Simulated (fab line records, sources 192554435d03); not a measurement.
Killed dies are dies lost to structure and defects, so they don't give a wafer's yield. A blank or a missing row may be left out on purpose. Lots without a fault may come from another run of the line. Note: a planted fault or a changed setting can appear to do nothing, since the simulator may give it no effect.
Which tool is to blame? ; flow n5Finfet ; 24 lots with 72 wafers sampled at 6 steps, on a route of 1938 steps

## WHAT THE GAUGES SHOWED, per wafer
N5_BEOL_M4_THK_MEAS_53: measures by xrf. Usual: M4_THK gives 39.8 nm (standard deviation 1.6).
lot;measured;on;M4_THK (nm);flag
L074;day 7 18:26;filmMetro-02;40.7 40.0 40.7;
L075;day 7 23:31;filmMetro-02;37.2 36.6 38.4;
L076;day 8 10:49;filmMetro-01;38.8 37.5 38.9;
L077;day 8 12:53;filmMetro-01;37.8 37.9 37.0;
L078;day 8 22:47;filmMetro-02;38.6 39.0 39.5;
L079;day 9 01:47;filmMetro-01;37.1 37.8 37.8;
L080;day 9 07:58;filmMetro-01;41.8 41.9 42.0;
L081;day 9 17:08;filmMetro-01;37.1 38.1 39.1;
L082;day 10 01:36;filmMetro-02;39.8 40.1 40.3;
L083;day 10 02:35;filmMetro-01;40.6 41.1 40.8;
L084;day 10 10:50;filmMetro-01;39.4 41.6 40.6;
L085;day 10 20:37;filmMetro-01;40.6 41.1 38.0;
L086;day 10 23:41;filmMetro-01;41.4 38.7 39.6;
L087;day 11 00:49;filmMetro-01;39.3 39.9 40.6;
L089;day 11 15:43;filmMetro-01;39.1 39.3 40.0;
L088;day 11 20:16;filmMetro-02;38.8 39.1 38.7;
L090;day 11 21:31;filmMetro-01;40.4 40.5 43.5;
L093;day 12 11:05;filmMetro-01;40.3 37.9 39.3;
L091;day 12 14:36;filmMetro-01;42.0 40.0 42.3;
L092;day 12 16:19;filmMetro-02;42.5 39.1 39.5;
L094;day 12 16:40;filmMetro-02;39.1 39.7 40.9;
L095;day 12 21:34;filmMetro-02;40.6 42.6 41.0;
L096;day 13 19:49;filmMetro-02;39.2 39.3 40.1;
L097;day 14 06:10;filmMetro-02;40.9 39.8 41.3;

## WHICH TOOL RAN EACH LOT (tool, then ch and the chambers of the sampled wafers, then the start)
lot;N5_BEOL_M4_STRIP_19;N5_BEOL_M4_DEGAS_44;N5_BEOL_M4_ANNEAL_82;N5_BEOL_M4_ANNEAL_87;N5_BEOL_M4_ANNEAL_93
L074;rieDiel-06 ch 1,2,3, day 7 10:22;pvdSputter-03, day 7 12:22;pvdSputter-02, day 7 13:43;pvdSputter-02, day 7 13:56;pvdSputter-02, day 7 14:35
L075;rieDiel-01 ch 1,3, day 7 15:59;pvdSputter-01, day 7 17:26;pvdSputter-03, day 7 18:34;pvdSputter-03, day 7 18:47;pvdSputter-03, day 7 19:27
L076;rieDiel-06 ch 0,1,3, day 8 00:40;pvdSputter-01, day 8 04:14;pvdSputter-03, day 8 05:20;pvdSputter-03, day 8 05:33;pvdSputter-03, day 8 06:13
L077;rieDiel-06 ch 0,3, day 8 04:22;pvdSputter-03, day 8 06:39;pvdSputter-03, day 8 07:49;pvdSputter-03, day 8 08:02;pvdSputter-03, day 8 08:41
L078;rieDiel-06 ch 0,1,3, day 8 15:32;pvdSputter-02, day 8 17:10;pvdSputter-03, day 8 18:15;pvdSputter-03, day 8 18:28;pvdSputter-03, day 8 19:08
L079;rieDiel-05 ch 1,2, day 8 16:19;pvdSputter-03, day 8 19:46;pvdSputter-03, day 8 21:21;pvdSputter-03, day 8 21:34;pvdSputter-03, day 8 22:14
L080;rieDiel-05 ch 0,1,2, day 8 23:35;pvdSputter-03, day 9 01:12;pvdSputter-03, day 9 02:34;pvdSputter-03, day 9 02:47;pvdSputter-03, day 9 03:26
L081;rieDiel-01 ch 1,2,3, day 9 08:37;pvdSputter-02, day 9 12:20;pvdSputter-01, day 9 13:24;pvdSputter-01, day 9 13:37;pvdSputter-01, day 9 14:17
L082;rieDiel-01 ch 0,1,3, day 9 16:11;pvdSputter-02, day 9 18:11;pvdSputter-02, day 9 19:38;pvdSputter-02, day 9 19:52;pvdSputter-02, day 9 20:31
L083;rieDiel-01 ch 1,2,3, day 9 17:39;pvdSputter-03, day 9 19:25;pvdSputter-03, day 9 20:43;pvdSputter-03, day 9 20:56;pvdSputter-03, day 9 21:35
L084;rieDiel-05 ch 0,2, day 10 04:49;pvdSputter-02, day 10 06:28;pvdSputter-01, day 10 07:32;pvdSputter-01, day 10 07:45;pvdSputter-01, day 10 08:25
L085;rieDiel-06 ch 0,1, day 10 10:14;pvdSputter-03, day 10 15:41;pvdSputter-02, day 10 17:07;pvdSputter-02, day 10 17:20;pvdSputter-02, day 10 18:00
L086;rieDiel-05 ch 0,1,3, day 10 15:14;pvdSputter-03, day 10 20:15;pvdSputter-02, day 10 21:39;pvdSputter-02, day 10 21:52;pvdSputter-02, day 10 22:32
L087;rieDiel-06 ch 0,1,2, day 10 18:25;pvdSputter-02, day 10 20:43;pvdSputter-01, day 10 22:47;pvdSputter-01, day 10 23:01;pvdSputter-01, day 10 23:40
L089;rieDiel-05 ch 0,1, day 11 01:44;pvdSputter-01, day 11 11:19;pvdSputter-02, day 11 13:31;pvdSputter-02, day 11 13:44;pvdSputter-02, day 11 14:24
L088;rieDiel-05 ch 1,3, day 11 08:41;pvdSputter-01, day 11 15:35;pvdSputter-01, day 11 16:40;pvdSputter-01, day 11 16:53;pvdSputter-01, day 11 17:32
L090;rieDiel-05 ch 1,2,3, day 11 08:44;pvdSputter-03, day 11 16:30;pvdSputter-03, day 11 17:58;pvdSputter-03, day 11 18:11;pvdSputter-03, day 11 18:51
L093;rieDiel-01 ch 0,3, day 12 03:25;pvdSputter-01, day 12 07:53;pvdSputter-01, day 12 09:03;pvdSputter-01, day 12 09:16;pvdSputter-01, day 12 09:56
L091;rieDiel-06 ch 0,3, day 12 05:38;pvdSputter-01, day 12 11:16;pvdSputter-02, day 12 12:25;pvdSputter-02, day 12 12:39;pvdSputter-02, day 12 13:24
L092;rieDiel-01 ch 0,2,3, day 12 08:02;pvdSputter-01, day 12 11:27;pvdSputter-03, day 12 12:52;pvdSputter-03, day 12 14:30;pvdSputter-03, day 12 15:10
L094;rieDiel-05 ch 0,1, day 12 08:10;pvdSputter-03, day 12 11:32;pvdSputter-02, day 12 14:29;pvdSputter-02, day 12 14:43;pvdSputter-02, day 12 15:28
L095;rieDiel-05 ch 0,3, day 12 15:29;pvdSputter-01, day 12 18:25;pvdSputter-03, day 12 19:32;pvdSputter-03, day 12 19:45;pvdSputter-03, day 12 20:25
L096;rieDiel-05 ch 2,3, day 13 03:47;pvdSputter-03, day 13 15:28;pvdSputter-02, day 13 17:48;pvdSputter-02, day 13 18:01;pvdSputter-02, day 13 18:41
L097;rieDiel-06 ch 0,1, day 14 00:35;pvdSputter-02, day 14 02:55;pvdSputter-03, day 14 04:08;pvdSputter-03, day 14 04:22;pvdSputter-03, day 14 05:01
- N5_BEOL_M4_STRIP_19: strips in O2.
- N5_BEOL_M4_DEGAS_44: time 60 s.
- N5_BEOL_M4_ANNEAL_82: time 240 s.
- N5_BEOL_M4_ANNEAL_87: time 240 s.
- N5_BEOL_M4_ANNEAL_93: time 240 s.

## WHAT THE TOOLS THEMSELVES READ (means of the sampled wafers that have a number; where no wafer has one, the mark that the record gives instead)
N5_BEOL_M4_STRIP_19. Usual: chamberPressureMTorr 30.00 mTorr, standard deviation 0.031; drypumpMotorCurrentA 5.6 A, standard deviation 0.47; oesProductAu 0.81 a.u., standard deviation 0.071; rfVppV 3.7 V, standard deviation 0.48; showerheadPlenumPTorr 2.12 Torr, standard deviation 0.082; throttleValvePct 16.67 %, standard deviation 0.23.
lot;tool;chamberPressureMTorr (mTorr);drypumpMotorCurrentA (A);oesProductAu (a.u.);rfVppV (V);showerheadPlenumPTorr (Torr);throttleValvePct (%);flag
L074;rieDiel-06;29.99;5.9;0.76;3.4;2.16;16.93;
L075;rieDiel-01;29.99;5.5;0.73;4.0;2.06;16.64;
L076;rieDiel-06;30.01;5.6;0.80;3.9;2.20;16.88;
L077;rieDiel-06;29.98;5.1;0.79;3.9;2.20;16.91;
L078;rieDiel-06;30.00;5.6;0.79;3.5;2.20;16.90;
L079;rieDiel-05;30.00;5.9;0.89;4.0;2.10;16.51;
L080;rieDiel-05;29.99;5.7;0.87;3.6;2.07;16.51;
L081;rieDiel-01;30.00;5.5;0.75;3.7;2.04;16.57;
L082;rieDiel-01;29.98;5.7;0.72;3.5;2.06;16.77;
L083;rieDiel-01;29.97;5.4;0.75;3.7;2.04;16.57;
L084;rieDiel-05;30.01;5.6;0.85;3.1;2.03;16.68;
L085;rieDiel-06;29.98;5.3;0.83;3.2;2.22;16.80;
L086;rieDiel-05;30.01;5.5;0.86;3.6;2.13;16.44;
L087;rieDiel-06;30.01;5.6;0.78;3.9;2.17;16.85;
L089;rieDiel-05;30.02;5.9;0.86;3.9;2.10;16.40;
L088;rieDiel-05;30.01;5.3;0.86;3.6;2.19;16.48;
L090;rieDiel-05;30.00;5.6;0.85;3.8;2.13;16.58;
L093;rieDiel-01;30.00;5.7;0.84;3.7;2.03;16.47;
L091;rieDiel-06;29.98;5.1;0.85;3.5;2.19;16.81;
L092;rieDiel-01;30.02;5.6;0.82;3.8;2.03;16.55;
L094;rieDiel-05;29.98;5.9;0.84;3.7;2.10;16.41;
L095;rieDiel-05;29.98;5.2;0.83;3.5;2.15;16.51;
L096;rieDiel-05;29.99;5.2;0.83;3.4;2.14;16.66;
L097;rieDiel-06;30.02;5.3;0.79;3.9;2.20;16.86;

N5_BEOL_M4_DEGAS_44. Usual: heaterPowerW reads 341 W (standard deviation 30).
lot;tool;heaterPowerW (W);flag
L074;pvdSputter-03;329;
L075;pvdSputter-01;363;
L076;pvdSputter-01;345;
L077;pvdSputter-03;321;
L078;pvdSputter-02;355;
L079;pvdSputter-03;318;
L080;pvdSputter-03;312;
L081;pvdSputter-02;375;
L082;pvdSputter-02;365;
L083;pvdSputter-03;313;
L084;pvdSputter-02;372;
L085;pvdSputter-03;311;
L086;pvdSputter-03;328;
L087;pvdSputter-02;338;
L089;pvdSputter-01;325;
L088;pvdSputter-01;334;
L090;pvdSputter-03;312;
L093;pvdSputter-01;355;
L091;pvdSputter-01;351;
L092;pvdSputter-01;356;
L094;pvdSputter-03;316;
L095;pvdSputter-01;332;
L096;pvdSputter-03;334;
L097;pvdSputter-02;359;

N5_BEOL_M4_ANNEAL_82. Usual: heaterPowerW reads 850 W (standard deviation 81).
lot;tool;heaterPowerW (W);flag
L074;pvdSputter-02;812;
L075;pvdSputter-03;816;
L076;pvdSputter-03;831;
L077;pvdSputter-03;780;
L078;pvdSputter-03;758;
L079;pvdSputter-03;821;
L080;pvdSputter-03;815;
L081;pvdSputter-01;891;
L082;pvdSputter-02;821;
L083;pvdSputter-03;831;
L084;pvdSputter-01;868;
L085;pvdSputter-02;875;
L086;pvdSputter-02;920;
L087;pvdSputter-01;872;
L089;pvdSputter-02;908;
L088;pvdSputter-01;903;
L090;pvdSputter-03;786;
L093;pvdSputter-01;877;
L091;pvdSputter-02;863;
L092;pvdSputter-03;787;
L094;pvdSputter-02;862;
L095;pvdSputter-03;798;
L096;pvdSputter-02;864;
L097;pvdSputter-03;826;

N5_BEOL_M4_ANNEAL_87. Usual: heaterPowerW reads 850 W (standard deviation 78).
lot;tool;heaterPowerW (W);flag
L074;pvdSputter-02;822;
L075;pvdSputter-03;832;
L076;pvdSputter-03;817;
L077;pvdSputter-03;792;
L078;pvdSputter-03;760;
L079;pvdSputter-03;830;
L080;pvdSputter-03;833;
L081;pvdSputter-01;882;
L082;pvdSputter-02;831;
L083;pvdSputter-03;827;
L084;pvdSputter-01;882;
L085;pvdSputter-02;870;
L086;pvdSputter-02;935;
L087;pvdSputter-01;876;
L089;pvdSputter-02;914;
L088;pvdSputter-01;899;
L090;pvdSputter-03;788;
L093;pvdSputter-01;877;
L091;pvdSputter-02;847;
L092;pvdSputter-03;793;
L094;pvdSputter-02;852;
L095;pvdSputter-03;791;
L096;pvdSputter-02;860;
L097;pvdSputter-03;807;

N5_BEOL_M4_ANNEAL_93. Usual: heaterPowerW reads 850 W (standard deviation 81).
lot;tool;heaterPowerW (W);flag
L074;pvdSputter-02;826;
L075;pvdSputter-03;830;
L076;pvdSputter-03;828;
L077;pvdSputter-03;796;
L078;pvdSputter-03;751;
L079;pvdSputter-03;819;
L080;pvdSputter-03;816;
L081;pvdSputter-01;884;
L082;pvdSputter-02;842;
L083;pvdSputter-03;822;
L084;pvdSputter-01;866;
L085;pvdSputter-02;863;
L086;pvdSputter-02;925;
L087;pvdSputter-01;861;
L089;pvdSputter-02;904;
L088;pvdSputter-01;904;
L090;pvdSputter-03;783;
L093;pvdSputter-01;869;
L091;pvdSputter-02;856;
L092;pvdSputter-03;798;
L094;pvdSputter-02;869;
L095;pvdSputter-03;794;
L096;pvdSputter-02;865;
L097;pvdSputter-03;825;

## THE ANSWER, worked out from the rows above alone
Rule: lot off if the mean of its wafers having a number is beyond 3 standard deviations from the usual mean. A lot without any number at a reading at which 4 lots or more have one is off too. The other lots that the step has rows for count as sound. The gauges are gone through in route order, then the tools' own readings, and for those a lot's mean is taken as printed above. At the first step where some lot is off, the reading lying furthest off is the one used; lots without a number count as furthest.
No lot is off at any reading shown: from this, nothing can be told.

## WHAT WAS PUT IN BY THE SIMULATOR
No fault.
